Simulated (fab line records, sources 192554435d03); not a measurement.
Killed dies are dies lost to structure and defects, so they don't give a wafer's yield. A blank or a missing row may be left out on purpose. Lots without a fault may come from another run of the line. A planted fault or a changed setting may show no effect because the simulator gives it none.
fab line records | flow n5_finfet
record lots=24 wafers=72 last_day=19
route steps=1938 shown BEOL_M0@748 BEOL_M1@769
lots that met no fault: from a run of the same line without faults
start_h: hours from the record's first day to the start of the lot's first wafer shown | wait_h: hours since the lot's step before | " the same as in the row above | L1.1+2: a row that stands for several wafers | - no value, or no start given | * or withheld: withheld | < > ~ a bound
route shown NAME@n: a module of which the file shows steps, and the number in the route of the first | usual: mean/standard deviation of fault-free wafers | same: alike in all rows | chamber/n: place in a boat | sites: the reading at each site | _std_site: their standard deviation | _edge_site: outer sites' mean less inner sites' | radius_mm: how far each site lies from the wafer's centre | mask NAME#n: copy n | behind: the tool/chamber that last shaped the wafer | hold: why the lot was held/for how many hours/how that ended | device: the transistor (n, p or np) that didn't switch | end of line: the same wafers' tests at the end of the route | a step without rows: its recipe alone | killed: dies lost to structure and defects at the first sort, not the wafer's yield | map: a wafer's dies, x killed, . not, _ none there
set.NAME: the setting as run; set.NAME@STEP: as run at that earlier step | model.NAME: the simulator's own value behind a step, which no gauge read
steps of the route over a sample of lots; a table a step, a row a wafer
services: from which hour (start_h, from the record's first day; less than 0 if before it) a tool's chamber was out of use, for how many hours, and why
## steps
# step N5_BEOL_M0_DEP_125
# recipe material=SiCN target_thk_a=80 temp_c=withheld precursor=3MS/NH3 pressure_torr=3 rf_w=202 time_s=14
# usual showerhead_plenum_p_Torr=3.664/0.016 throttle_valve_pct=9.2/0.4
# columns lot.wafer tool chamber start_h wait_h showerhead_plenum_p_Torr throttle_valve_pct
L074.2 pecvd-04 2 117.76 0.0 3.643 8.6
L074.3 " 1 " " 3.645 9.3
L074.5 " 1 " " 3.644 9.3
L076.1 pecvd-04 0 131.65 0.0 3.669 8.6
L076.2 " 2 " " 3.651 8.6
L076.5 " 2 " " 3.648 8.8
L075.2 pecvd-04 2 131.96 0.0 3.639 8.8
L075.4 " 2 " " 3.651 8.8
L075.6 " 0 " " 3.662 8.9
L077.2 pecvd-02 2 146.06 0.0 3.670 9.4
L077.4 " 1 " " 3.676 8.9
L077.6 " 0 " " 3.654 9.0
L078.2 pecvd-04 0 147.05 0.0 3.664 8.9
L078.3 " 2 " " 3.654 8.7
L078.5 " 1 " " 3.642 9.3
L079.1 pecvd-04 1 150.96 0.0 3.645 9.3
L079.2 " 2 " " 3.643 8.5
L079.4 " 2 " " 3.657 8.9
L080.3 pecvd-01 2 155.88 0.0 3.705 9.4
L080.5 " 0 " " 3.681 9.3
L080.6 " 1 " " 3.657 10.0
L081.2 pecvd-04 1 163.47 0.0 3.644 9.1
L081.3 " 0 " " 3.671 8.7
L081.5 " 2 " " 3.652 8.7
L082.1 pecvd-02 0 169.84 0.0 3.657 8.8
L082.3 " 2 " " 3.666 9.1
L082.4 " 0 " " 3.668 8.9
L083.1 pecvd-01 2 170.10 0.0 3.699 9.2
L083.3 " 1 " " 3.669 9.7
L083.5 " 2 " " 3.694 9.4
L084.2 pecvd-02 0 177.28 0.0 3.660 8.8
L084.4 " 0 " " 3.665 9.0
L084.6 " 2 " " 3.658 9.5
L085.1 pecvd-04 0 192.78 0.0 3.666 9.0
L085.4 " 0 " " 3.664 9.2
L085.5 " 2 " " 3.661 8.9
L086.1 pecvd-01 1 195.13 0.0 3.671 10.0
L086.3 " 0 " " 3.662 9.3
L086.4 " 1 " " 3.656 9.9
L087.1 pecvd-01 0 200.24 0.0 3.676 9.3
L087.2 " 1 " " 3.665 10.0
L087.5 " 2 " " 3.697 9.4
L088.2 pecvd-01 2 200.95 0.0 3.706 9.3
L088.3 " 0 " " 3.667 9.3
L088.5 " 1 " " 3.654 9.8
L089.2 pecvd-01 1 213.95 0.0 3.651 10.2
L089.3 " 2 " " 3.702 9.7
L089.4 " 2 " " 3.701 9.4
L090.1 pecvd-04 1 215.86 0.0 3.651 9.2
L090.3 " 2 " " 3.661 9.3
L090.6 " 0 " " 3.662 9.0
L091.2 pecvd-01 2 224.30 0.0 3.699 9.7
L091.5 " 1 " " 3.666 10.3
L091.6 " 2 " " 3.697 9.4
L092.1 pecvd-02 1 229.53 0.0 3.668 8.9
L092.5 " 1 " " 3.665 8.8
L092.6 " 0 " " 3.659 9.0
L093.2 pecvd-04 2 233.91 0.0 3.646 8.8
L093.4 " 0 " " 3.665 9.0
L093.6 " 1 " " 3.649 9.2
L094.2 pecvd-04 1 238.99 0.0 3.650 9.1
L094.5 " 2 " " 3.656 8.6
L094.6 " 0 " " 3.679 9.0
L095.2 pecvd-04 0 249.51 0.0 3.668 9.2
L095.5 " 1 " " 3.639 9.3
L095.6 " 2 " " 3.654 8.9
L096.1 pecvd-04 2 258.56 0.0 3.646 9.0
L096.3 " 1 " " 3.646 9.4
L096.4 " 1 " " 3.650 9.4
L097.2 pecvd-01 0 260.02 0.0 3.677 9.4
L097.3 " 1 " " 3.660 10.2
L097.5 " 1 " " 3.667 10.2
# step N5_BEOL_M1_ETCH_63
# recipe chemistry=CF4 target=SiARC target_depth_a=156 mask_material=CAR-EUV time_s=26 ion_energy_ev=80 pressure_mtorr=40 source_w=545 bias_w=36 Ar_flow_sccm=100 cf4_flow_sccm=100 ends=cleared
# usual chamber_pressure_mTorr=40.00/0.04 drypump_motor_current_A=5.7/0.66 etch_rf_on_time_s=26.0/0.49 oes_product_au=0.70/0.078 rf_vpp_V=184.1/1.2 showerhead_plenum_p_Torr=2.14/0.065 throttle_valve_pct=15.59/0.21
# columns lot.wafer tool chamber start_h wait_h chamber_pressure_mTorr drypump_motor_current_A etch_rf_on_time_s oes_product_au rf_hours_counter_h rf_vpp_V showerhead_plenum_p_Torr throttle_valve_pct
L074.2 rie_diel-01 3 121.07 0.0 39.97 5.4 26.4 0.59 239 182.7 2.12 15.65
L074.3 " 2 " " 39.98 4.9 25.8 0.66 126 183.1 2.07 15.61
L074.5 " 1 " " 39.96 6.8 26.0 0.73 - 184.1 2.17 15.42
L076.1 rie_diel-01 3 134.49 0.0 39.94 5.4 26.3 0.59 245 182.8 2.12 15.66
L076.2 " 1 " " 40.06 6.8 25.9 0.72 62 183.6 2.17 15.44
L076.5 " 0 " " 40.00 5.4 26.0 0.73 - 184.6 2.18 15.40
L075.2 rie_diel-04 2 134.67 0.0 39.99 6.2 26.3 0.67 119 182.9 2.08 15.73
L075.4 " 0 " " 39.97 5.4 25.7 0.86 2 185.9 2.28 15.32
L075.6 " 2 " " 40.00 6.2 26.1 0.67 - 182.5 2.08 15.73
L077.2 rie_diel-01 0 149.32 0.0 39.95 5.5 26.1 0.73 57 183.5 2.18 15.42
L077.4 " 1 " " 39.97 6.8 26.0 0.71 66 183.6 2.17 15.46
L077.6 " 1 " " 40.03 6.7 26.0 0.71 - 184.8 2.17 15.46
L078.2 rie_diel-01 3 149.60 0.0 40.00 5.4 26.5 0.58 249 183.1 2.11 15.68
L078.3 " 2 " " 40.05 4.9 25.6 0.66 130 185.3 2.07 15.61
L078.5 " 1 " " 40.00 6.8 25.7 0.72 - 183.4 2.17 15.44
L079.1 rie_diel-06 0 153.24 0.0 39.97 6.2 25.4 0.79 16 185.0 2.19 15.30
L079.2 " 1 " " 40.00 5.0 26.6 0.63 193 184.8 2.13 15.64
L079.4 " 2 " " 40.03 6.6 25.2 0.87 0 183.8 2.19 15.53
L080.3 rie_diel-06 2 157.11 0.0 40.03 6.6 25.5 0.83 2 184.8 2.19 15.52
L080.5 " 0 " " 39.99 6.2 25.8 0.79 - 184.6 2.19 15.31
L080.6 " 1 " " 40.02 4.9 26.8 0.62 - 183.9 2.12 15.66
L081.2 rie_diel-04 3 165.95 0.0 39.95 5.8 25.6 0.78 27 185.4 2.18 15.39
L081.3 " 0 " " 39.97 5.3 25.7 0.82 12 186.1 2.27 15.31
L081.5 " 3 " " 39.92 5.8 25.7 0.78 - 185.8 2.18 15.38
L082.1 rie_diel-04 2 171.15 0.0 40.01 6.2 26.5 0.65 130 183.3 2.08 15.77
L082.3 " 3 " " 40.03 5.8 25.9 0.78 28 185.0 2.18 15.38
L082.4 " 0 " " 40.01 5.3 26.1 0.81 13 185.7 2.27 15.32
L083.1 rie_diel-01 0 171.49 0.0 39.98 5.4 25.8 0.73 66 185.1 2.17 15.44
L083.3 " 2 " " 40.03 4.9 25.6 0.67 139 183.8 2.07 15.64
L083.5 " 2 " " 39.98 4.9 26.0 0.65 - 182.2 2.07 15.64
L084.2 rie_diel-06 3 179.07 0.0 39.95 5.1 26.3 0.61 201 184.0 2.04 15.97
L084.4 " 2 " " 39.88 6.6 25.2 0.82 8 185.5 2.19 15.54
L084.6 " 3 " " 40.03 5.1 26.2 0.62 - 181.8 2.04 15.96
L085.1 rie_diel-06 3 193.71 0.0 40.02 5.1 26.6 0.60 205 184.4 2.04 15.97
L085.4 " 1 " " 39.98 4.9 26.3 0.62 203 184.6 2.12 15.67
L085.5 " 3 " " 39.97 5.1 26.6 0.60 - 182.1 2.04 15.96
L086.1 rie_diel-04 2 198.48 0.0 39.99 6.2 26.3 0.65 138 182.2 2.07 15.79
L086.3 " 0 " " 40.03 5.3 25.8 0.80 22 186.9 2.27 15.34
L086.4 " 3 " " 40.03 5.9 26.1 0.75 36 183.8 2.18 15.38
L087.1 rie_diel-06 3 201.09 0.0 40.00 5.1 26.5 0.60 207 182.0 2.04 15.97
L087.2 " 0 " " 40.06 6.3 25.8 0.77 30 182.7 2.19 15.34
L087.5 " 1 " " 39.95 4.9 26.5 0.62 - 184.0 2.12 15.67
L088.2 rie_diel-06 2 204.11 0.0 40.03 6.6 25.1 0.81 15 185.4 2.19 15.56
L088.3 " 0 " " 39.99 6.2 25.4 0.77 31 185.0 2.19 15.34
L088.5 " 3 " " 39.88 5.1 25.9 0.61 - 183.4 2.04 15.98
L089.2 rie_diel-06 0 217.00 0.0 40.12 6.3 25.6 0.76 34 184.6 2.19 15.34
L089.3 " 2 " " 40.05 6.6 25.5 0.79 18 185.6 2.19 15.55
L089.4 " 1 " " 40.00 4.9 26.8 0.61 210 184.6 2.12 15.70
L090.1 rie_diel-04 3 217.81 0.0 40.03 5.8 25.9 0.76 42 184.4 2.18 15.39
L090.3 " 2 " " 39.99 6.2 26.2 0.64 144 183.7 2.07 15.80
L090.6 " 1 " " 39.99 5.9 25.7 0.64 - 184.5 2.23 15.72
L091.2 rie_diel-06 3 226.30 0.0 39.97 5.1 26.9 0.59 215 182.5 2.03 16.00
L091.5 " 3 " " 39.98 5.1 27.0 0.60 - 183.0 2.03 15.99
L091.6 " 0 " " 40.00 6.2 25.9 0.75 - 185.2 2.18 15.37
L092.1 rie_diel-01 3 231.18 0.0 40.04 5.4 26.1 0.76 18 182.8 2.11 15.23
L092.5 " 2 " " 40.04 4.9 26.1 0.63 - 184.9 2.06 15.68
L092.6 " 3 " " 39.94 5.4 25.6 0.77 - 182.2 2.11 15.21
L093.2 rie_diel-06 0 237.08 0.0 40.00 6.3 25.4 0.75 43 183.3 2.18 15.37
L093.4 " 1 " " 40.06 5.0 26.5 0.61 218 184.7 2.12 15.69
L093.6 " 2 " " 40.04 6.6 25.4 0.77 - 184.8 2.19 15.58
L094.2 rie_diel-06 3 241.26 0.0 40.03 5.1 26.8 0.59 221 182.4 2.03 15.99
L094.5 " 2 " " 39.99 6.6 25.7 0.76 - 183.8 2.19 15.59
L094.6 " 3 " " 40.01 5.1 26.9 0.59 - 182.2 2.03 16.00
L095.2 rie_diel-06 1 251.34 0.0 39.98 4.9 27.1 0.60 223 183.4 2.12 15.72
L095.5 " 0 " " 40.05 6.3 26.2 0.73 - 184.8 2.18 15.37
L095.6 " 3 " " 39.95 5.1 27.1 0.59 - 184.1 2.03 16.00
L096.1 rie_diel-06 2 260.24 0.0 39.97 6.6 25.4 0.76 32 183.6 2.18 15.59
L096.3 " 1 " " 40.07 4.9 26.4 0.61 225 184.5 2.11 15.71
L096.4 " 3 " " 40.00 5.1 26.6 0.59 227 182.7 2.03 16.01
L097.2 rie_diel-01 0 262.73 0.0 40.05 5.4 25.7 0.70 96 184.5 2.16 15.50
L097.3 " 2 " " 40.01 4.9 25.7 0.64 168 183.2 2.06 15.67
L097.5 " 1 " " 40.04 6.8 25.9 0.67 - 186.3 2.16 15.54
# step N5_BEOL_M1_ETCH_41
# recipe chemistry=CH3F/O2 target=SiCN target_depth_a=319 taper_deg=2 time_s=57.8 ion_energy_ev=120 mask_material=TiN pressure_mtorr=30 source_w=395 bias_w=75 Ar_flow_sccm=150 CH3F_flow_sccm=30 O2_flow_sccm=20
# usual chamber_pressure_mTorr=29.998/0.025 drypump_motor_current_A=5.7/0.61 oes_product_au=0.82/0.081 rf_vpp_V=297.6/1.6 showerhead_plenum_p_Torr=2.01/0.067 throttle_valve_pct=16.26/0.21
# columns lot.wafer tool chamber start_h wait_h chamber_pressure_mTorr drypump_motor_current_A oes_product_au rf_hours_counter_h rf_vpp_V showerhead_plenum_p_Torr throttle_valve_pct
L074.2 rie_diel-06 1 - - 30.013 4.9 0.74 186 298.1 1.99 16.36
L074.3 " 2 " " 30.011 6.6 0.69 251 298.4 2.05 16.73
L074.5 " 3 " " 29.966 5.1 0.73 - 295.3 1.91 16.64
L075.2 rie_diel-01 2 - - 29.985 4.9 0.77 128 296.7 1.93 16.34
L075.4 " 1 " " 29.995 6.7 0.84 64 298.0 2.03 16.15
L075.6 " 0 " " 29.970 5.5 0.86 - 297.7 2.04 16.12
L076.1 rie_diel-06 1 - - 29.952 4.9 0.73 193 296.7 1.99 16.37
L076.2 " 0 " " 30.024 6.3 0.94 16 297.5 2.05 16.06
L076.5 " 0 " " 30.022 6.3 0.94 - 297.5 2.05 16.03
L077.2 rie_diel-04 1 - - 30.042 5.9 0.78 138 298.2 2.09 16.39
L077.4 " 2 " " 29.988 6.2 0.78 124 295.1 1.94 16.45
L077.6 " 3 " " 29.997 5.8 0.92 - 298.5 2.04 16.05
L078.2 rie_diel-04 3 - - 30.021 5.9 0.92 24 297.6 2.04 16.06
L078.3 " 0 " " 30.009 5.3 0.97 9 299.7 2.14 16.05
L078.5 " 3 " " 29.960 5.9 0.92 - 297.6 2.04 16.06
L079.1 rie_diel-06 1 - - 29.977 4.9 0.73 194 296.6 1.99 16.37
L079.2 " 0 " " 30.010 6.2 0.94 17 297.3 2.05 16.04
L079.4 " 2 " " 29.970 6.6 0.99 1 298.2 2.05 16.24
L080.3 rie_diel-01 2 - - 30.004 4.8 0.76 137 294.1 1.93 16.35
L080.5 " 1 " " 29.999 6.8 0.83 - 297.7 2.03 16.18
L080.6 " 0 " " 29.966 5.5 0.84 - 297.8 2.03 16.13
L081.2 rie_diel-01 1 - - 29.992 6.8 0.82 74 298.8 2.03 16.18
L081.3 " 0 " " 29.985 5.4 0.85 65 297.9 2.03 16.14
L081.5 " 2 " " 29.968 4.9 0.76 - 295.2 1.93 16.35
L082.1 rie_diel-06 1 - - 30.004 4.9 0.74 198 296.9 1.99 16.37
L082.3 " 2 " " 30.069 6.6 0.98 6 299.0 2.05 16.25
L082.4 " 3 " " 30.041 5.1 0.73 199 296.7 1.90 16.68
L083.1 rie_diel-01 0 - - 29.981 5.4 0.84 69 299.4 2.03 16.15
L083.3 " 2 " " 30.049 4.9 0.76 143 294.5 1.93 16.36
L083.5 " 1 " " 30.017 6.8 0.82 - 298.1 2.03 16.19
L084.2 rie_diel-01 3 - - 29.980 5.4 0.95 4 295.2 1.97 15.93
L084.4 " 1 " " 29.969 6.8 0.82 79 297.7 2.03 16.20
L084.6 " 2 " " 30.024 4.8 0.77 - 297.0 1.93 16.37
L086.1 rie_diel-01 2 - - 29.996 4.9 0.76 149 295.6 1.93 16.38
L086.3 " 3 " " 29.979 5.4 0.93 8 295.0 1.97 15.94
L086.4 " 2 " " 30.028 4.8 0.76 - 297.1 1.93 16.37
L087.1 rie_diel-01 0 - - 29.997 5.4 0.83 74 297.9 2.03 16.15
L087.2 " 3 " " 30.013 5.4 0.93 9 297.2 1.97 15.92
L087.5 " 3 " " 29.990 5.4 0.92 - 295.8 1.97 15.93
L085.1 rie_diel-01 3 - - 30.053 5.4 0.92 11 294.8 1.97 15.94
L085.4 " 2 " " 30.029 4.9 0.76 152 297.0 1.93 16.39
L085.5 " 0 " " 29.995 5.5 0.82 - 296.2 2.03 16.17
L088.2 rie_diel-04 3 - - 30.015 5.8 0.88 40 298.5 2.03 16.09
L088.3 " 1 " " 29.978 5.9 0.76 157 300.0 2.09 16.43
L088.5 " 1 " " 29.997 5.9 0.76 - 299.2 2.09 16.43
L089.2 rie_diel-04 3 - - 29.949 5.8 0.88 44 299.0 2.03 16.09
L089.3 " 2 " " 29.974 6.2 0.75 146 294.3 1.93 16.49
L089.4 " 0 " " 30.048 5.4 0.92 31 301.4 2.13 16.09
L090.1 rie_diel-01 2 - - 30.002 4.8 0.74 158 295.9 1.92 16.38
L090.3 " 1 " " 29.990 6.8 0.80 91 297.1 2.02 16.23
L090.6 " 0 " " 30.011 5.4 0.82 - 297.3 2.03 16.17
L091.2 rie_diel-04 3 - - 30.032 5.9 0.87 46 298.4 2.03 16.10
L091.5 " 3 " " 30.009 5.8 0.86 - 297.7 2.03 16.09
L091.6 " 0 " " 30.038 5.4 0.90 - 298.9 2.13 16.09
L092.1 rie_diel-06 3 - - 30.051 5.1 0.69 222 293.7 1.89 16.70
L092.5 " 2 " " 30.024 6.6 0.91 - 297.8 2.04 16.30
L092.6 " 1 " " 29.994 4.9 0.71 - 297.2 1.98 16.42
L093.2 rie_diel-06 2 - - 29.969 6.6 0.90 29 298.2 2.04 16.28
L093.4 " 0 " " 29.996 6.3 0.87 47 298.5 2.04 16.10
L093.6 " 3 " " 30.012 5.1 0.69 - 295.2 1.89 16.72
L095.2 rie_diel-04 3 - - 29.981 5.9 0.86 50 296.6 2.03 16.10
L095.5 " 0 " " 30.027 5.3 0.91 - 301.4 2.13 16.09
L095.6 " 1 " " 29.965 5.9 0.75 - 297.1 2.08 16.45
L094.2 rie_diel-04 2 - - 29.983 6.2 0.75 154 297.2 1.93 16.50
L094.5 " 0 " " 30.028 5.3 0.89 - 300.4 2.13 16.09
L094.6 " 1 " " 30.008 5.9 0.76 - 300.2 2.08 16.46
L096.1 rie_diel-04 1 - - 30.016 5.9 0.75 171 299.4 2.08 16.47
L096.3 " 3 " " 30.024 5.9 0.87 53 297.8 2.03 16.11
L096.4 " 2 " " 30.047 6.2 0.75 156 294.8 1.93 16.50
L097.2 rie_diel-06 3 - - 29.974 5.1 0.69 230 295.8 1.89 16.73
L097.3 " 2 " " 30.004 6.6 0.90 35 298.5 2.04 16.30
L097.5 " 3 " " 29.995 5.1 0.69 - 294.2 1.89 16.73
# step N5_BEOL_M1_ANNEAL_82
# recipe temp_c=400 time_s=240 ambient=vacuum
# usual heater_power_w=808/44
# columns lot.wafer tool chamber start_h wait_h heater_power_w
L074.2 pvd_sputter-01 - 132.07 0.0 704
L074.3 " - " " 822
L074.5 " - " " 718
L075.2 pvd_sputter-03 - 146.12 0.0 837
L075.4 " - " " 803
L075.6 " - " " 839
L076.1 pvd_sputter-03 - 154.13 0.0 811
L076.2 " - " " 836
L076.5 " - " " 795
L077.2 pvd_sputter-01 - 154.24 0.0 785
L077.4 " - " " 834
L077.6 " - " " 704
L078.2 pvd_sputter-03 - 157.03 0.0 808
L078.3 " - " " 828
L078.5 " - " " 825
L079.1 pvd_sputter-01 - 157.39 0.0 830
L079.2 " - " " 852
L079.4 " - " " 788
L080.3 pvd_sputter-01 - 167.18 0.0 776
L080.5 " - " " 852
L080.6 " - " " 788
L081.2 pvd_sputter-03 - 171.52 0.0 858
L081.3 " - " " 800
L081.5 " - " " 805
L082.1 pvd_sputter-02 - 174.79 0.0 859
L082.3 " - " " 787
L082.4 " - " " 803
L083.1 pvd_sputter-01 - 187.17 0.0 707
L083.3 " - " " 846
L083.5 " - " " 797
L084.2 pvd_sputter-03 - 189.63 0.0 834
L084.4 " - " " 797
L084.6 " - " " 830
L086.1 pvd_sputter-01 - 203.53 0.0 842
L086.3 " - " " 840
L086.4 " - " " 716
L087.1 pvd_sputter-03 - 205.39 0.0 834
L087.2 " - " " 820
L087.5 " - " " 811
L085.1 pvd_sputter-03 - 210.95 0.0 844
L085.4 " - " " 812
L085.5 " - " " 820
L088.2 pvd_sputter-03 - 214.47 0.0 797
L088.3 " - " " 829
L088.5 " - " " 823
L089.2 pvd_sputter-02 - 227.42 0.0 881
L089.3 " - " " 779
L089.4 " - " " 785
L090.1 pvd_sputter-01 - 229.13 0.0 785
L090.3 " - " " 727
L090.6 " - " " 852
L091.2 pvd_sputter-01 - 247.06 0.0 800
L091.5 " - " " 803
L091.6 " - " " 840
L092.1 pvd_sputter-01 - 248.90 0.0 847
L092.5 " - " " 840
L092.6 " - " " 697
L093.2 pvd_sputter-02 - 251.69 0.0 875
L093.4 " - " " 796
L093.6 " - " " 771
L095.2 pvd_sputter-03 - 260.36 0.0 840
L095.5 " - " " 816
L095.6 " - " " 831
L094.2 pvd_sputter-01 - 264.03 0.0 845
L094.5 " - " " 776
L094.6 " - " " 703
L096.1 pvd_sputter-02 - 270.85 0.0 789
L096.3 " - " " 852
L096.4 " - " " 797
L097.2 pvd_sputter-01 - 272.45 0.0 768
L097.3 " - " " 821
L097.5 " - " " 842
# step N5_BEOL_M1_ANNEAL_89
# recipe temp_c=400 time_s=240 ambient=vacuum
# usual heater_power_w=809/45
# columns lot.wafer tool chamber start_h wait_h heater_power_w
L074.2 pvd_sputter-01 - 132.51 0.0 716
L074.3 " - " " 838
L074.5 " - " " 714
L075.2 pvd_sputter-03 - 146.56 0.0 829
L075.4 " - " " 828
L075.6 " - " " 849
L076.1 pvd_sputter-03 - 154.57 0.0 817
L076.2 " - " " 843
L076.5 " - " " 823
L077.2 pvd_sputter-01 - 154.73 0.0 803
L077.4 " - " " 835
L077.6 " - " " 707
L078.2 pvd_sputter-03 - 157.47 0.0 819
L078.3 " - " " 845
L078.5 " - " " 852
L079.1 pvd_sputter-01 - 157.83 0.0 825
L079.2 " - " " 818
L079.4 " - " " 778
L080.3 pvd_sputter-01 - 167.62 0.0 792
L080.5 " - " " 857
L080.6 " - " " 774
L081.2 pvd_sputter-03 - 171.96 0.0 824
L081.3 " - " " 818
L081.5 " - " " 802
L082.1 pvd_sputter-02 - 175.23 0.0 881
L082.3 " - " " 807
L082.4 " - " " 784
L083.1 pvd_sputter-01 - 187.61 0.0 702
L083.3 " - " " 818
L083.5 " - " " 774
L084.2 pvd_sputter-03 - 190.07 0.0 823
L084.4 " - " " 812
L084.6 " - " " 836
L086.1 pvd_sputter-01 - 203.97 0.0 847
L086.3 " - " " 845
L086.4 " - " " 719
L087.1 pvd_sputter-03 - 205.83 0.0 822
L087.2 " - " " 841
L087.5 " - " " 809
L085.1 pvd_sputter-03 - 211.39 0.0 838
L085.4 " - " " 815
L085.5 " - " " 799
L088.2 pvd_sputter-03 - 214.91 0.0 827
L088.3 " - " " 814
L088.5 " - " " 838
L089.2 pvd_sputter-02 - 227.86 0.0 868
L089.3 " - " " 797
L089.4 " - " " 793
L090.1 pvd_sputter-01 - 229.57 0.0 796
L090.3 " - " " 700
L090.6 " - " " 850
L091.2 pvd_sputter-01 - 247.50 0.0 789
L091.5 " - " " 773
L091.6 " - " " 853
L092.1 pvd_sputter-01 - 249.34 0.0 822
L092.5 " - " " 841
L092.6 " - " " 700
L093.2 pvd_sputter-02 - 252.13 0.0 880
L093.4 " - " " 781
L093.6 " - " " 782
L095.2 pvd_sputter-03 - 260.80 0.0 811
L095.5 " - " " 831
L095.6 " - " " 841
L094.2 pvd_sputter-01 - 264.47 0.0 832
L094.5 " - " " 796
L094.6 " - " " 704
L096.1 pvd_sputter-02 - 271.29 0.0 790
L096.3 " - " " 821
L096.4 " - " " 795
L097.2 pvd_sputter-01 - 272.89 0.0 776
L097.3 " - " " 846
L097.5 " - " " 807
# step N5_BEOL_M1_SPUTTER_96
# recipe material=Cu target_thk_a=45 temp_c=-20 chamber_pressure_pa=0.07 power_w=withheld time_s=8.29
# usual throttle_valve_pct=30.5/0.92
# columns lot.wafer tool chamber start_h wait_h throttle_valve_pct
L074.2 pvd_sputter-01 - 133.31 0.1 30.2
L074.3 " - " " 29.9
L074.5 " - " " 30.2
L075.2 pvd_sputter-03 - 147.36 0.1 29.5
L075.4 " - " " 29.3
L075.6 " - " " 31.6
L076.1 pvd_sputter-03 - 155.37 0.1 32.4
L076.2 " - " " 31.5
L076.5 " - " " 29.2
L077.2 pvd_sputter-01 - 155.58 0.1 30.7
L077.4 " - " " 31.0
L077.6 " - " " 30.1
L078.2 pvd_sputter-03 - 158.27 0.1 32.3
L078.3 " - " " 31.7
L078.5 " - " " 31.7
L079.1 pvd_sputter-01 - 158.63 0.1 30.0
L079.2 " - " " 30.9
L079.4 " - " " 30.4
L080.3 pvd_sputter-01 - 168.42 0.1 30.3
L080.5 " - " " 30.1
L080.6 " - " " 30.4
L081.2 pvd_sputter-03 - 172.76 0.1 31.8
L081.3 " - " " 29.5
L081.5 " - " " 29.3
L082.1 pvd_sputter-02 - 176.03 0.1 30.0
L082.3 " - " " 29.0
L082.4 " - " " 29.4
L083.1 pvd_sputter-01 - 188.41 0.1 30.2
L083.3 " - " " 31.2
L083.5 " - " " 30.3
L084.2 pvd_sputter-03 - 190.87 0.1 32.6
L084.4 " - " " 29.3
L084.6 " - " " 30.0
L086.1 pvd_sputter-01 - 204.77 0.1 30.4
L086.3 " - " " 30.8
L086.4 " - " " 30.3
L087.1 pvd_sputter-03 - 206.63 0.1 31.7
L087.2 " - " " 29.9
L087.5 " - " " 32.4
L085.1 pvd_sputter-03 - 212.19 0.1 31.8
L085.4 " - " " 32.5
L085.5 " - " " 29.3
L088.2 pvd_sputter-03 - 215.71 0.1 29.4
L088.3 " - " " 32.5
L088.5 " - " " 31.8
L089.2 pvd_sputter-02 - 228.66 0.1 30.1
L089.3 " - " " 29.4
L089.4 " - " " 29.2
L090.1 pvd_sputter-01 - 230.37 0.1 30.6
L090.3 " - " " 30.3
L090.6 " - " " 30.3
L091.2 pvd_sputter-01 - 248.30 0.1 30.6
L091.5 " - " " 30.6
L091.6 " - " " 30.4
L092.1 pvd_sputter-01 - 250.14 0.1 31.1
L092.5 " - " " 31.0
L092.6 " - " " 30.1
L093.2 pvd_sputter-02 - 252.93 0.1 30.2
L093.4 " - " " 28.9
L093.6 " - " " 28.8
L095.2 pvd_sputter-03 - 261.60 0.1 31.7
L095.5 " - " " 29.9
L095.6 " - " " 31.6
L094.2 pvd_sputter-01 - 265.27 0.1 30.2
L094.5 " - " " 30.5
L094.6 " - " " 30.2
L096.1 pvd_sputter-02 - 272.09 0.1 29.3
L096.3 " - " " 30.1
L096.4 " - " " 29.5
L097.2 pvd_sputter-01 - 273.69 0.1 30.7
L097.3 " - " " 31.0
L097.5 " - " " 30.9
## services
# columns tool chamber start_h hours kind
rie_diel-04 0 109.09 - clean
rie_diel-06 2 114.51 5.9 repair
rie_diel-06 - 116.53 12.6 repair
rie_diel-06 2 130.34 - clean
rie_diel-06 2 130.34 - consumable_replace:focus_ring
rie_diel-06 2 130.34 22.1 scheduled_down
rie_diel-06 2 130.34 22.1 vent_cycle
pvd_sputter-01 - 139.40 1.8 repair
pecvd-02 - 149.75 5.7 repair
rie_diel-01 3 152.84 - clean
rie_diel-01 3 152.84 - consumable_replace:focus_ring
rie_diel-01 3 152.84 19.1 scheduled_down
rie_diel-01 3 152.84 19.1 vent_cycle
rie_diel-06 1 183.64 4.6 repair
pvd_sputter-02 - 186.11 7.3 repair
rie_diel-01 0 196.72 1.8 repair
rie_diel-01 1 196.83 5.2 repair
pecvd-04 - 200.31 1.6 repair
rie_diel-06 - 213.84 2.8 pm
pecvd-01 0 227.89 4.0 repair
rie_diel-04 - 228.29 14.6 pm
rie_diel-01 2 247.70 9.1 repair
rie_diel-04 2 255.92 2.1 repair
rie_diel-01 3 261.33 9.2 repair
## key
fault none
